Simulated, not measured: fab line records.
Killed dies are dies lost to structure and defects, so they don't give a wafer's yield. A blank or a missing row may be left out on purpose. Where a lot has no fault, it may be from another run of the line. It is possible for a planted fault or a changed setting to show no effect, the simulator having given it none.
Struck lot and sound lot, side by side / flow nand-harc / 15 out of 1159 route steps
Sound: the wafers L823.1, L823.3, L823.6. Wafers L837.1, L837.3, L837.5 were the ones struck. The cause is given at the end.
Each step with rows lists, per side, the tool, then ch with its chambers, then its first start. Under that, the readings that differ: sound wafers / struck wafers / difference of the means / sigmas: that difference in standard deviations of wafers without a fault.
alike: same words and numbers on both sides, and readings whose means sit less than 2 such deviations apart. not compared: any withheld reading, any reading some wafer has no value for, any bound like >300 that may hide the same value, and any number with overlapping values for which the record gives no deviation.
A row with sigmas, a row that says differs or no value, or rows on one side alone: a step with any of these is where the two part. Numbers that don't overlap but have no deviation are shown without sigmas and don't part them. A reading missing from all wafers of one side parts the sides only when that side holds two or more wafers.

first, 1 step without rows for these wafers: NHARC_P_ZERO_WELL_HARDBAKE_53 (time 80 s).
NHARC_P_ZERO_WELL_DESCUM_54: chemistry O2, time 3 s.
  sound on rie-diel-07 ch 0,2, day 1 23:55; struck on rie-diel-07 ch 1,2,3, day 5 11:52
  alike: drypump-motor-current-A, oes-product-au, rf-vpp-V, showerhead-plenum-p-Torr, throttle-valve-pct
  not compared: rf-hours-counter-h
then, 5 steps without rows for these wafers: NHARC_P_ZERO_WELL_IMPLANT_55; NHARC_P_ZERO_WELL_IMPLANT_61; NHARC_P_ZERO_WELL_STRIP_56 (strips in SPM, time 840 s); NHARC_P_ZERO_WELL_PRECLEAN_68 (cleans in SC1, time 60 s); NHARC_P_ZERO_WELL_SRD_69.
NHARC_P_ZERO_WELL_RTA_42: time 300 s.
  sound on rtp-anneal-01 ch 0, day 2 00:58; struck on rtp-anneal-02 ch 0, day 5 12:49
reading=lamp-power-pct (%); sound=38.1 38.0 38.0; struck=37.1 37.1 37.1; difference=-0.9; sigmas=-2
reading=lamp_zone_2_pct (%); sound=38.0 38.1 38.0; struck=37.1 37.1 37.1; difference=-0.9; sigmas=-2
  alike: wafer_temp_C_max
NHARC_P_ZERO_WELL_INSPECT_43:
  struck on defect-inspect-01, day 5 13:31; sound on defect-inspect-01, day 2 01:41
  alike: raw-defect-count
then, 3 steps without rows for these wafers: NHARC_P_STI_ETCH_26 (etches SiO2 in dHF, target depth 11 nm); NHARC_P_STI_PRECLEAN_27 (cleans in SC1); NHARC_P_STI_SRD_28.
NHARC_P_STI_OXIDE_29: material SiO2, target thk 10 nm, ox time 1362 s.
  sound on furnace-06 ch 0, day 2 07:05; struck on furnace-06 ch 0, day 5 19:15
then, 1 step without rows for these wafers: NHARC_P_STI_HM_DEP_30 (deposits Si3N4, target thk 80 nm, time 873 s).
-- the record jumps here: 19 days lie between the struck wafers' starts before and after (it left off in module P_STI and takes up again in module END, whose first step shown is number 1159 of the route) --
NHARC_END_SORT_01:
  sound on prober-01 ch 0, day 20 08:37; struck on prober-01 ch 0, day 24 09:43
  alike: killed-at-array, killed-at-other, killed-at-periphery, killed-dies, killed-open, killed-short

## WHERE THEY PART
NHARC_P_ZERO_WELL_RTA_42 only, going by this record. Later steps at which nothing parts them and some readings are alike: NHARC_P_ZERO_WELL_INSPECT_43, NHARC_END_SORT_01.

WHY: the cause the simulator had injected
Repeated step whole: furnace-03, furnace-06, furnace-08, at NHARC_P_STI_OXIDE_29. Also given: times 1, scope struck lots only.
